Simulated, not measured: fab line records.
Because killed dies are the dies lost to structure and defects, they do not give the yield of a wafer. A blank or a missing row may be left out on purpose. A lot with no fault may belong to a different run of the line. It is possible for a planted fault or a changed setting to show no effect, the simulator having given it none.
Matching of chambers / flow n5_finfet / N5_BEOL_M2_ALD_98 on ald_sin-01 has 3 sister chambers
The step deposits SiO2, target thk 2.5 nm, pulse time 1 s, co reactant pulse time 1 s. 3 wafers are shown with their chamber, then 10 later ones without.

WAFERS PAIRED WITH THEIR CHAMBERS
wafer=L076.2; chamber=1; heater_power_w (W)=71
wafer=L088.5; chamber=3; heater_power_w (W)=75
wafer=L088.6; chamber=2; heater_power_w (W)=68

WAFERS WITHOUT THEIR CHAMBER
wafer=L090.1; heater_power_w (W)=70
wafer=L090.2; heater_power_w (W)=76
wafer=L095.2; heater_power_w (W)=70
wafer=L095.4; heater_power_w (W)=77
wafer=L096.2; heater_power_w (W)=77
wafer=L096.3; heater_power_w (W)=73
wafer=L096.5; heater_power_w (W)=69
wafer=L097.1; heater_power_w (W)=77
wafer=L097.3; heater_power_w (W)=75
wafer=L097.5; heater_power_w (W)=71

WHICH CHAMBER EACH ONE RAN IN
wafer=L090.1; from the rows above=can't be placed: 1 or 2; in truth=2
wafer=L090.2; from the rows above=3; in truth=3
wafer=L095.2; from the rows above=can't be placed: 1 or 2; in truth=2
wafer=L095.4; from the rows above=3; in truth=3
wafer=L096.2; from the rows above=3; in truth=3
wafer=L096.3; from the rows above=can't be placed: 1 or 3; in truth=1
wafer=L096.5; from the rows above=can't be placed: 2 or 1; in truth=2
wafer=L097.1; from the rows above=3; in truth=3
wafer=L097.3; from the rows above=3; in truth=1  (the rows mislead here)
wafer=L097.5; from the rows above=1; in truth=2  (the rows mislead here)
Correctly placed: 4 of 10. Unplaceable from these rows: 4, with the true chamber sitting among the candidates in 4. 2 placed wrongly.
How it was worked out, from the rows above alone: a wafer's distance from a chamber is the root of the sum, over the readings, of the square of ((its reading less the chamber's mean) divided by the reading's scatter). If the next closest chamber is less than 2 further off than the closest, the wafer can't be placed; otherwise it belongs to the closest. For every chamber, the mean is computed from those of its wafers that are shown. The scatter (one wafer shown for each chamber): square how far every hidden wafer sits from the nearest shown wafer, average those squares and take the square root.
